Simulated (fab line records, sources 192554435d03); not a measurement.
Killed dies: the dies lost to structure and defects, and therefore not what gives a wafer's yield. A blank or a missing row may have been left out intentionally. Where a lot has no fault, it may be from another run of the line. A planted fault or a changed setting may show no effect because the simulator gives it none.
Which tool is to blame? / flow n5_finfet / 36 wafers from 12 lots sampled at 3 of the route's 1938 steps

== WHAT THE GAUGES READ, wafer by wafer ==
N5_BEOL_M6_CD_MEAS_18: pitch 80 nm, target cd 40 nm.
lot=L075; measured=day 8 13:38; on=cd_sem-03; cd_nm (nm)=40.8 39.5 39.2
lot=L076; measured=day 9 01:38; on=cd_sem-02; cd_nm (nm)=40.3 40.0 40.0
lot=L080; measured=day 9 11:02; on=cd_sem-03; cd_nm (nm)=40.2 40.0 41.0
lot=L081; measured=day 10 07:27; on=cd_sem-03; cd_nm (nm)=39.9 39.7 40.0
lot=L083; measured=day 10 17:31; on=cd_sem-01; cd_nm (nm)=40.9 40.3 39.8
lot=L084; measured=day 11 03:40; on=cd_sem-02; cd_nm (nm)=40.0 40.6 40.1
lot=L087; measured=day 11 18:10; on=cd_sem-01; cd_nm (nm)=40.5 40.1 40.5
lot=L088; measured=day 12 06:44; on=cd_sem-01; cd_nm (nm)=40.0 40.3 39.7
lot=L091; measured=day 12 14:08; on=cd_sem-01; cd_nm (nm)=39.4 39.7 41.3
lot=L093; measured=day 13 09:52; on=cd_sem-03; cd_nm (nm)=40.6 40.7 40.2
lot=L095; measured=day 14 04:44; on=cd_sem-01; cd_nm (nm)=39.2 39.7 39.7
lot=L097; measured=day 14 10:46; on=cd_sem-03; cd_nm (nm)=40.2 41.6 40.6

== EACH LOT AND THE TOOL THAT RAN IT (in order: tool; ch and the chambers of the sampled wafers; start) ==
lot=L075; N5_BEOL_M5_SPUTTER_48=pvd_sputter-03, day 8 06:27; N5_BEOL_M5_CO_CAP_78=cvd_co-02 ch 0,2, day 8 11:47
lot=L076; N5_BEOL_M5_SPUTTER_48=pvd_sputter-01, day 8 17:08; N5_BEOL_M5_CO_CAP_78=cvd_co-01 ch 0,1,2, day 8 22:22
lot=L080; N5_BEOL_M5_SPUTTER_48=pvd_sputter-02, day 9 02:15; N5_BEOL_M5_CO_CAP_78=cvd_co-01 ch 0,1,2, day 9 07:28
lot=L081; N5_BEOL_M5_SPUTTER_48=pvd_sputter-03, day 9 23:02; N5_BEOL_M5_CO_CAP_78=cvd_co-01 ch 0,1,2, day 10 04:15
lot=L083; N5_BEOL_M5_SPUTTER_48=pvd_sputter-02, day 10 09:23; N5_BEOL_M5_CO_CAP_78=cvd_co-02 ch 0,2, day 10 14:38
lot=L084; N5_BEOL_M5_SPUTTER_48=pvd_sputter-02, day 10 19:00; N5_BEOL_M5_CO_CAP_78=cvd_co-01 ch 0,1,2, day 11 00:19
lot=L087; N5_BEOL_M5_SPUTTER_48=pvd_sputter-03, day 11 10:14; N5_BEOL_M5_CO_CAP_78=cvd_co-02 ch 0,1,2, day 11 15:28
lot=L088; N5_BEOL_M5_SPUTTER_48=pvd_sputter-02, day 11 22:38; N5_BEOL_M5_CO_CAP_78=cvd_co-01 ch 0,2, day 12 04:05
lot=L091; N5_BEOL_M5_SPUTTER_48=pvd_sputter-02, day 12 06:34; N5_BEOL_M5_CO_CAP_78=cvd_co-02 ch 0,1,2, day 12 11:49
lot=L093; N5_BEOL_M5_SPUTTER_48=pvd_sputter-02, day 13 01:26; N5_BEOL_M5_CO_CAP_78=cvd_co-02 ch 0,1,2, day 13 06:43
lot=L095; N5_BEOL_M5_SPUTTER_48=pvd_sputter-01, day 13 20:59; N5_BEOL_M5_CO_CAP_78=cvd_co-01 ch 0,1, day 14 02:13
lot=L097; N5_BEOL_M5_SPUTTER_48=pvd_sputter-03, day 14 00:14; N5_BEOL_M5_CO_CAP_78=cvd_co-02 ch 0,1,2, day 14 05:46
- N5_BEOL_M5_SPUTTER_48: material Cu, target thk 15 nm, time 27.62 s.
- N5_BEOL_M5_CO_CAP_78: material Co, precursor CCTBA/H2, target thk 2 nm, time 102.1 s.

== THE ANSWER, worked out from the rows above alone ==
Rule: the lots themselves supply what counts as usual. Put in order of their means at a reading, lots are off if they are a third of the lots or fewer, leave a main group of 4 or more, and stand apart from it by a gap of 3 or more times the standard deviation of the main group's means; of several such gaps the widest counts. Not used: any main group whose means are identical at the precision the tables above print for the reading. A lot without any number at a reading at which 4 lots or more have one is off too. All remaining lots with rows at the step are treated as sound.
Nothing can be told from this: no lot is off at any reading shown.

== WHAT THE SIMULATOR HAD INSERTED ==
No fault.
